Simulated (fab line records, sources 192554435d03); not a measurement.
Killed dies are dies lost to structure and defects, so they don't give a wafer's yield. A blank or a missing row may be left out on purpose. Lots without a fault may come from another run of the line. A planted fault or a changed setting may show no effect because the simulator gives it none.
Problem report in the 8D (eight disciplines) form, filled by code | flow n5_finfet | the parts of the form that need people (team, actions taken, sign-off) are left out

1. THE PROBLEM
trench_depth_nm at N5_STI_FIN_REVEAL_FIN_H_MEAS_10 reads a mean of 57.5 nm on 4 wafers of 3 lots; wafers without a fault read 52.2 nm with a standard deviation of 0.88. That is +6.0 standard deviations from the usual mean.
First seen on wafer L699.6, day 4 06:40, on ocd-01. The record holds 29 wafers of 11 lots with a number at this step. Rule for "out", or "out of limits": more than 4 standard deviations from the usual mean. The other wafers with a number count as sound.

2. WHAT IT IS AND WHAT IT IS NOT
question                    | is                             | is not
which readings at this step | trench_depth_nm                | -
which lots                  | L699, L700, L701               | L694, L707, L710, L711, L712, L713, L714, L715
which wafers of those lots  | L699.6, L700.2, L701.2, L701.6 | L699.3, L699.4, L700.3
read on which gauges        | ocd-01                         | ocd-02
when                        | from day 4 06:40               | up to then (5 sound wafers); but 20 sound wafers of L700, L707, L710, L711, L712, L713, L714, L715 came after

3. SUSPECTS, AND WHAT RULES EACH OUT
Counting: a tool at a process step up to the reading stays a suspect if it ran every lot that is out. Sound lots after the first of them don't rule it out here, since some wafers of a struck lot are sound.
- the gauge at N5_STI_FIN_REVEAL_FIN_H_MEAS_10: kept. All the wafers that are out were read on ocd-01, and no step on other tools shows them out.
- vapor_etch-01 at N5_STI_FIN_REVEAL_RECESS_09 (chemistry HF/NH3, target SiO2, afs cycles 11, target depth 42.5 nm, sublimation time 60 s): kept. It ran every lot that is out, first L699 (day 4 04:29).
Left after counting: vapor_etch-01 at N5_STI_FIN_REVEAL_RECESS_09, ocd-01 at N5_STI_FIN_REVEAL_FIN_H_MEAS_10.

4. THE CAUSE (what the simulator had put in)
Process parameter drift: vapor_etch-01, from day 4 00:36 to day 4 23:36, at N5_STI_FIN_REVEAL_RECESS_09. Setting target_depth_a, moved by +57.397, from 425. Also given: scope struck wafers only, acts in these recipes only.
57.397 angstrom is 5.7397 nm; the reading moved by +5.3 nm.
Counting left 2 suspects, and this tool is among them.

5. THE CHAIN OF EFFECTS, in route order
Each row: a reading whose mean over the struck wafers that have a number lies more than 3 standard deviations from the usual. Only readings for which the record gives a usual standard deviation are gone through. hours: the time from each lot's start at the first step in this table that gives one to its start at this step, as a median over the lots. sigmas: the change in usual standard deviations.
hours | step                            | reading         | usual     | on struck wafers | change | sigmas
0     | N5_STI_FIN_REVEAL_FIN_H_MEAS_10 | trench_depth_nm | 52.2 nm   | 57.5             | +5.3   | +6.0
131   | N5_BEOL_M4_RC_MEAS_101          | ION_P           | 463 uA/um | 500              | +36    | +3.8
Later measuring or inspecting steps at which every struck wafer that the step has a row for has a number for every such reading, and none has moved that far: N5_STI_FIN_REVEAL_INSPECT_13.

6. WHAT WOULD HAVE CAUGHT IT SOONER
In this record the first reading out of limits at a measuring or inspecting step was taken at day 4 06:40, 6 hours after the fault began at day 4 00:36.
Of the tool readings at N5_STI_FIN_REVEAL_RECESS_09 for which the record gives a usual standard deviation, none was out on any struck wafer, so an alarm limit of 4 standard deviations on them would not have fired.
Of the lots that are out (3), L700, L701 began N5_STI_FIN_REVEAL_RECESS_09 on vapor_etch-01 after day 4 06:40. A hold on the tool at that time would have spared those 2.
